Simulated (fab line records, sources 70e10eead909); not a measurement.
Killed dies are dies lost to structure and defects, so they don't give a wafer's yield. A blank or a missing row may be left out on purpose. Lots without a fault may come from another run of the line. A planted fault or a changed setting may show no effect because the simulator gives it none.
Which tool did it? | flow nand_harc | 24 lots, 72 wafers sampled, at 3 steps of a route of 1302

WHAT THE GAUGES READ, wafer by wafer
NHARC_A_CONTACT_CD_MEAS_69: target cd 300 nm.
lot  | measured     | on        | cd_nm (nm)
L074 | day 22 02:07 | cd_sem-01 | 300.3 300.0 300.2
L075 | day 22 07:19 | cd_sem-01 | 299.8 299.4 299.4
L076 | day 22 08:28 | cd_sem-02 | 299.8 299.5 299.7
L079 | day 23 08:46 | cd_sem-02 | 300.5 298.9 300.6
L077 | day 23 09:37 | cd_sem-03 | 299.7 299.8 299.3
L080 | day 23 16:01 | cd_sem-03 | 299.8 300.2 299.6
L078 | day 23 15:47 | cd_sem-01 | 299.8 300.3 300.6
L081 | day 24 17:11 | cd_sem-03 | 300.3 300.7 300.5
L082 | day 24 20:01 | cd_sem-01 | 299.6 299.5 300.0
L083 | day 25 10:43 | cd_sem-01 | 299.4 300.6 299.9
L085 | day 26 01:36 | cd_sem-02 | 300.3 299.7 300.1
L084 | day 26 01:59 | cd_sem-01 | 299.5 299.4 299.3
L086 | day 26 23:53 | cd_sem-02 | 300.3 299.8 300.4
L087 | day 27 09:51 | cd_sem-03 | 299.5 299.6 299.3
L089 | day 27 18:18 | cd_sem-03 | 299.2 299.6 299.6
L088 | day 27 22:46 | cd_sem-02 | 299.9 300.1 300.8
L090 | day 28 18:30 | cd_sem-02 | 300.2 300.4 300.4
L091 | day 29 09:04 | cd_sem-03 | 300.3 299.4 300.3
L093 | day 29 12:11 | cd_sem-03 | 299.5 299.4 299.9
L092 | day 29 14:02 | cd_sem-02 | 299.5 299.9 299.8
L094 | day 30 04:30 | cd_sem-03 | 299.7 300.1 300.2
L095 | day 30 20:22 | cd_sem-03 | 300.7 299.9 299.8
L097 | day 31 12:14 | cd_sem-01 | 300.4 300.4 300.5
L096 | day 32 12:38 | cd_sem-02 | 300.4 299.9 300.0

WHICH TOOL RAN EACH LOT (tool, then ch and the chambers of the sampled wafers, then the start)
lot  | NHARC_A_CONTACT_ETCH_122             | NHARC_A_CONTACT_DEP_57
L074 | har_cap_etch-02 ch 0,1, day 21 19:37 | acl_dep-02 ch 0, day 21 23:47
L075 | har_cap_etch-03 ch 0,1, day 22 01:00 | acl_dep-03 ch 0, day 22 04:01
L076 | har_cap_etch-02 ch 0,1, day 22 02:13 | acl_dep-02 ch 0, day 22 05:03
L079 | har_cap_etch-01 ch 0,1, day 23 02:05 | acl_dep-03 ch 0, day 23 04:46
L077 | har_cap_etch-02 ch 0,1, day 23 02:38 | acl_dep-02 ch 0, day 23 05:38
L080 | har_cap_etch-01 ch 0,1, day 23 09:34 | acl_dep-01 ch 0, day 23 12:02
L078 | har_cap_etch-03 ch 0,1, day 23 09:40 | acl_dep-03 ch 0, day 23 11:58
L081 | har_cap_etch-03 ch 0,1, day 24 09:55 | acl_dep-01 ch 0, day 24 13:14
L082 | har_cap_etch-02 ch 0,1, day 24 13:53 | acl_dep-02 ch 0, day 24 16:11
L083 | har_cap_etch-02 ch 0,1, day 25 04:11 | acl_dep-02 ch 0, day 25 06:45
L085 | har_cap_etch-02 ch 0,1, day 25 19:04 | acl_dep-01 ch 0, day 25 21:37
L084 | har_cap_etch-03 ch 0,1, day 25 19:45 | acl_dep-02 ch 0, day 25 22:37
L086 | har_cap_etch-01 ch 0,1, day 26 12:43 | acl_dep-03 ch 0, day 26 21:07
L087 | har_cap_etch-01 ch 0,1, day 27 00:37 | acl_dep-01 ch 0, day 27 06:32
L089 | har_cap_etch-02 ch 0,1, day 27 12:03 | acl_dep-03 ch 0, day 27 14:56
L088 | har_cap_etch-02 ch 0,1, day 27 16:17 | acl_dep-02 ch 0, day 27 19:19
L090 | har_cap_etch-02 ch 0,1, day 28 11:48 | acl_dep-01 ch 0, day 28 15:23
L091 | har_cap_etch-03 ch 0,1, day 29 00:52 | acl_dep-03 ch 0, day 29 06:11
L093 | har_cap_etch-02 ch 0,1, day 29 02:29 | acl_dep-03 ch 0, day 29 08:51
L092 | har_cap_etch-03 ch 0,1, day 29 06:33 | acl_dep-02 ch 0, day 29 10:01
L094 | har_cap_etch-02 ch 0,1, day 29 21:01 | acl_dep-02 ch 0, day 30 01:02
L095 | har_cap_etch-03 ch 0,1, day 30 12:30 | acl_dep-03 ch 0, day 30 16:58
L097 | har_cap_etch-03 ch 0,1, day 31 05:37 | acl_dep-02 ch 0, day 31 08:50
L096 | har_cap_etch-01 ch 0,1, day 32 02:14 | acl_dep-03 ch 0, day 32 08:37
- NHARC_A_CONTACT_ETCH_122: etches the open film in C4F8/O2/Ar, time 190 s, target depth 1850 nm.
- NHARC_A_CONTACT_DEP_57: deposits aC, target thk 5300 nm.

WHAT THE TOOLS THEMSELVES READ (means of the sampled wafers that have a number; where no wafer has one, the mark that the record gives instead)
NHARC_A_CONTACT_DEP_57.
lot  | tool       | throttle_valve_pct (%)
L074 | acl_dep-02 | 34.988
L075 | acl_dep-03 | 35.006
L076 | acl_dep-02 | 34.995
L079 | acl_dep-03 | 34.999
L077 | acl_dep-02 | 34.992
L080 | acl_dep-01 | 35.004
L078 | acl_dep-03 | 34.994
L081 | acl_dep-01 | 35.002
L082 | acl_dep-02 | 35.005
L083 | acl_dep-02 | 35.001
L085 | acl_dep-01 | 34.998
L084 | acl_dep-02 | 34.998
L086 | acl_dep-03 | 34.995
L087 | acl_dep-01 | 35.006
L089 | acl_dep-03 | 35.001
L088 | acl_dep-02 | 34.994
L090 | acl_dep-01 | 35.001
L091 | acl_dep-03 | 34.998
L093 | acl_dep-03 | 35.002
L092 | acl_dep-02 | 35.002
L094 | acl_dep-02 | 35.001
L095 | acl_dep-03 | 34.999
L097 | acl_dep-02 | 35.000
L096 | acl_dep-03 | 35.001

THE ANSWER, worked out from the rows above alone
Rule: what is usual is taken from the lots themselves. Put in order of their means at a reading, lots are off if they are a third of the lots or fewer, leave a main group of 4 or more, and stand apart from it by a gap of 3 or more times the standard deviation of the main group's means; of several such gaps the widest counts. A main group whose means are all the same, to the digits that the tables above print for the reading, isn't used. A lot without any number at a reading at which 4 lots or more have one is off too. The other lots that the step has rows for count as sound. The gauges are gone through in route order, then the tools' own readings, and for those a lot's mean is taken as printed above. The first step at which some lot is off is used, and at that step the reading that is off furthest; a lot without a number counts as furthest.
No lot is off at any reading shown: from this, nothing can be told.

WHAT THE SIMULATOR HAD PUT IN
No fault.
